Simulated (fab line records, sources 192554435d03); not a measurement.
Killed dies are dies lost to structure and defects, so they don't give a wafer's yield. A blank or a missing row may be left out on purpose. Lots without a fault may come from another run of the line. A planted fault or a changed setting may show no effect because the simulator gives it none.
Split-lot experiment | flow n5_finfet | 7 lots, 21 wafers read, on a route of 1938 steps

THE SPLIT
At N5_PMOS_HMC_CHANNEL_EPI_PEB_07 (peb time 60 s), the setting peb_temp_c was moved away from the recipe's 110 C on 3 of the 21 wafers read, by -3.4% to +1.0%. The other wafers ran this setting at the recipe's value.

FROM THE SPLIT TO THE READING: what the file shows between them, 1 step
- N5_PMOS_HMC_CHANNEL_EPI_DEVELOP_08: develop time 30 s

THE READING
cd_nm, in nm, at N5_PMOS_HMC_CHANNEL_EPI_CD_MEAS_09 (target cd 237.4 nm). Fault-free wafers of this fab line usually give 237.6 nm, standard deviation 1.1 nm.

wafer  | tool, chamber at the split | peb_temp_c as run, C | against the recipe | cd_nm, nm | against lot-mates on the recipe
L074.1 | litho_track-05, 0          | 110                  | recipe             | 237.9     | -
L074.4 | litho_track-05, 0          | 110                  | recipe             | 237.1     | -
L074.5 | litho_track-05, 0          | 110                  | recipe             | 236.3     | -
L075.3 | litho_track-01, 0          | 110                  | recipe             | 236.7     | -
L075.4 | litho_track-01, 0          | 110                  | recipe             | 239.0     | -
L075.5 | litho_track-01, 0          | 110                  | recipe             | 235.8     | -
L076.3 | litho_track-01, 0          | 110                  | recipe             | 237.7     | -
L076.4 | litho_track-01, 0          | 110                  | recipe             | 239.6     | -
L076.6 | litho_track-01, 0          | 110                  | recipe             | 238.5     | -
L078.2 | litho_track-05, 0          | 110                  | recipe             | 237.6     | -
L078.5 | litho_track-05, 0          | 106.3                | -3.4%              | 223.8     | -13.3
L078.6 | litho_track-05, 0          | 110                  | recipe             | 236.6     | -
L089.1 | litho_track-02, 0          | 110                  | recipe             | 237.6     | -
L089.3 | litho_track-02, 0          | 110                  | recipe             | 239.2     | -
L089.4 | litho_track-02, 0          | 110                  | recipe             | 237.5     | -
L091.2 | litho_track-01, 0          | 110                  | recipe             | 237.5     | -
L091.3 | litho_track-01, 0          | 110                  | recipe             | 236.3     | -
L091.4 | litho_track-01, 0          | 110                  | recipe             | 238.4     | -
L092.1 | litho_track-01, 0          | 111.1                | +1.0%              | 242.4     | +3.7
L092.2 | litho_track-01, 0          | 111.1                | +1.0%              | 240.4     | +1.7
L092.4 | litho_track-01, 0          | 110                  | recipe             | 238.7     | -

THE FIT
A straight line over all 21 wafers: cd_nm changes by +4.06 nm for each +1% of peb_temp_c; r = +0.95; the points scatter about the line by 1.1 nm.
The same after taking each lot's own level away (the mean of its wafers on the recipe; 21 wafers): +3.75 nm for each +1%; r = +0.96; scatter 0.96 nm.
On that fit, the largest move of peb_temp_c shifts the reading by 13 nm.
The lots' own levels span 237.10 to 238.70 nm, that is 1.5 times the standard deviation above.
So the lot-to-lot level changes the slope little: the two slopes agree.
Check: with one of the wafers moved furthest among these (-3.4%) left out of the fit, the line predicts -9.08 nm for it against its lot-mates. It came out at -13.3 nm against them.

OTHER SPLITS ON THESE WAFERS
These wafers also went through other splits before the reading. Each is held against what the fit with the lots' levels taken away leaves over:
other split on the same wafers           | wafers away from the commonest value | r with cd_nm (lot level and that fit taken away)
N5_WELL_APT_EXPOSE_05 dose_mj            | 6                                    | +0.09
N5_WELL_APT_DEVELOP_07 develop_time_s    | 9                                    | -0.22
N5_PMOS_HMC_CHANNEL_EPI_COAT_31 spin_rpm | 7                                    | -0.26

THE WHOLE CHAIN: every reading that the file lists as answering this split, in the file's order
step                               | what it does                                                           | reading                                                                     | change (the file's fit)              | r (the file's)
N5_PMOS_HMC_CHANNEL_EPI_CD_MEAS_09 | target cd 237.4 nm                                                     | cd_nm                                                                       | +3.85 nm for each +1% of the setting | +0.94
N5_PMOS_HMC_CHANNEL_EPI_DESCUM_14  | chemistry O2, time 7.9 s                                               | PMOS_HMC_CHANNEL_EPI.cd_nm (the simulator's own value, which no gauge read) | +3.92 nm for each +1% of the setting | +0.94
N5_PMOS_HMC_CHANNEL_EPI_ETCH_32    | etches BARC in N2/H2, stops on SiO2, target depth 85.8 nm, time 50.3 s | PMOS_HMC_CHANNEL_EPI.cd_nm (the simulator's own value, which no gauge read) | +3.65 nm for each +1% of the setting | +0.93
N5_PMOS_HMC_CHANNEL_EPI_HM_OPEN_15 | chemistry CHF3/O2, target SiO2, target depth 40.6 nm, time 20.3 s      | PMOS_HMC_CHANNEL_EPI.cd_nm (the simulator's own value, which no gauge read) | +3.7 nm for each +1% of the setting  | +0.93

THE FILE'S OWN FIT
cd_nm changes by +3.85 nm for each +1% of peb_temp_c, r = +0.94.
